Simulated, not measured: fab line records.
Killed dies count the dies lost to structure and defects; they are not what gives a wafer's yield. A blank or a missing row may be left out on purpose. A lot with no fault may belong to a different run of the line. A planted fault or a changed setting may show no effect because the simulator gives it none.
Split-lot experiment :: flow n5Finfet :: on a route of 1938 steps: 7 lots, 21 wafers read

ON THE SPLIT
At N5_BEOL_M8_ETCH_65 (etches SiARC in CF4, target depth 15.6 nm, time 26 s), the setting sourceW was moved away from the recipe's 545 W on 10 of the 21 wafers read, by -14.8% to +9.6%. All remaining wafers had this setting at the recipe value.

The reading comes from the split's own step.

THE READING
rfVppV, in V, at N5_BEOL_M8_ETCH_65 (etches SiARC in CF4, target depth 15.6 nm, time 26 s). On this fab line, fault-free wafers typically give 183.5 V with a standard deviation of 0.95 V.

wafer: L077.1
tool, chamber at the split: rieDiel-05, 3
sourceW as run, W: 545
against the recipe: recipe
rfVppV, V: 185.0
against lot-mates on the recipe: -

wafer: L077.2
tool, chamber at the split: rieDiel-05, 2
sourceW as run, W: 518.3
against the recipe: -4.9%
rfVppV, V: 184.6
against lot-mates on the recipe: -0.4

wafer: L077.4
tool, chamber at the split: rieDiel-05, 3
sourceW as run, W: 518.3
against the recipe: -4.9%
rfVppV, V: 187.2
against lot-mates on the recipe: +2.2

wafer: L079.2
tool, chamber at the split: rieDiel-01, 0
sourceW as run, W: 545
against the recipe: recipe
rfVppV, V: 182.7
against lot-mates on the recipe: -

wafer: L079.4
tool, chamber at the split: rieDiel-01, 2
sourceW as run, W: 545
against the recipe: recipe
rfVppV, V: 183.9
against lot-mates on the recipe: -

wafer: L079.6
tool, chamber at the split: rieDiel-01, 0
sourceW as run, W: 545
against the recipe: recipe
rfVppV, V: 183.6
against lot-mates on the recipe: -

wafer: L081.2
tool, chamber at the split: rieDiel-05, 2
sourceW as run, W: 545
against the recipe: recipe
rfVppV, V: 182.8
against lot-mates on the recipe: -

wafer: L081.4
tool, chamber at the split: rieDiel-05, 3
sourceW as run, W: 545
against the recipe: recipe
rfVppV, V: 183.7
against lot-mates on the recipe: -

wafer: L081.5
tool, chamber at the split: rieDiel-05, 1
sourceW as run, W: 464.4
against the recipe: -14.8%
rfVppV, V: 194.4
against lot-mates on the recipe: +11.2

wafer: L083.2
tool, chamber at the split: rieDiel-01, 2
sourceW as run, W: 545
against the recipe: recipe
rfVppV, V: 182.7
against lot-mates on the recipe: -

wafer: L083.5
tool, chamber at the split: rieDiel-01, 2
sourceW as run, W: 468.3
against the recipe: -14.1%
rfVppV, V: 195.5
against lot-mates on the recipe: +12.8

wafer: L083.6
tool, chamber at the split: rieDiel-01, 3
sourceW as run, W: 468.3
against the recipe: -14.1%
rfVppV, V: 193.3
against lot-mates on the recipe: +10.6

wafer: L090.1
tool, chamber at the split: rieDiel-02, 1
sourceW as run, W: 597.2
against the recipe: +9.6%
rfVppV, V: 178.2
against lot-mates on the recipe: -6.4

wafer: L090.3
tool, chamber at the split: rieDiel-02, 0
sourceW as run, W: 597.2
against the recipe: +9.6%
rfVppV, V: 176.2
against lot-mates on the recipe: -8.4

wafer: L090.4
tool, chamber at the split: rieDiel-02, 3
sourceW as run, W: 545
against the recipe: recipe
rfVppV, V: 184.6
against lot-mates on the recipe: -

wafer: L091.2
tool, chamber at the split: rieDiel-02, 3
sourceW as run, W: 500.3
against the recipe: -8.2%
rfVppV, V: 188.7
against lot-mates on the recipe: +5.1

wafer: L091.4
tool, chamber at the split: rieDiel-02, 0
sourceW as run, W: 545
against the recipe: recipe
rfVppV, V: 183.6
against lot-mates on the recipe: -

wafer: L091.6
tool, chamber at the split: rieDiel-02, 2
sourceW as run, W: 500.3
against the recipe: -8.2%
rfVppV, V: 189.3
against lot-mates on the recipe: +5.7

wafer: L092.1
tool, chamber at the split: rieDiel-02, 2
sourceW as run, W: 595.2
against the recipe: +9.2%
rfVppV, V: 178.9
against lot-mates on the recipe: -5.5

wafer: L092.5
tool, chamber at the split: rieDiel-02, 0
sourceW as run, W: 545
against the recipe: recipe
rfVppV, V: 183.5
against lot-mates on the recipe: -

wafer: L092.6
tool, chamber at the split: rieDiel-02, 1
sourceW as run, W: 545
against the recipe: recipe
rfVppV, V: 185.4
against lot-mates on the recipe: -

FIT RESULTS
A straight line over all 21 wafers: rfVppV changes by -0.687 V for each +1% of sourceW; r = -0.98; the points scatter about the line by 1.1 V.
The same after taking each lot's own level away (the mean of its wafers on the recipe; 21 wafers): -0.742 V for each +1%; r = -0.97; scatter 1.3 V.
That fit puts the effect of the largest move of sourceW on the reading at 11 V.
Across the lots, their own levels run from 182.70 to 185.00 V, a range of 2.4 times the standard deviation given above.
So the lot-to-lot level changes the slope little: the two slopes agree.
Check: +10.7 V against its lot-mates is what the line predicts for one of the wafers moved furthest among these (-14.8%) when that wafer is left out of the fit. Against them it came out at +11.2 V.
Tool readings at the split's step, against how far the setting was moved: etchRfOnTimeS r = -0.96; rfVppV r = -0.98.

THESE WAFERS: OTHER SPLITS
These wafers also went through other splits before the reading. Each is held against what the fit with the lots' levels taken away leaves over:
other split on the same wafers: N5_BEOL_M8_EXPOSE_25 doseMj
wafers away from the commonest value: 5
r with rfVppV (lot level and that fit taken away): -0.07

THE WHOLE CHAIN: every reading that the file lists as answering this split, in the file's order
step: N5_BEOL_M8_ETCH_65
what it does: etches SiARC in CF4, target depth 15.6 nm, time 26 s
reading: etchRfOnTimeS
change (the file's fit): withheld for each +1% of the setting
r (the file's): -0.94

step: N5_BEOL_M8_ETCH_65
what it does: etches SiARC in CF4, target depth 15.6 nm, time 26 s
reading: rfVppV
change (the file's fit): -0.731 V for each +1% of the setting
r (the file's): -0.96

FILE'S OWN FIT
rfVppV changes by -0.731 V for each +1% of sourceW, r = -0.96.
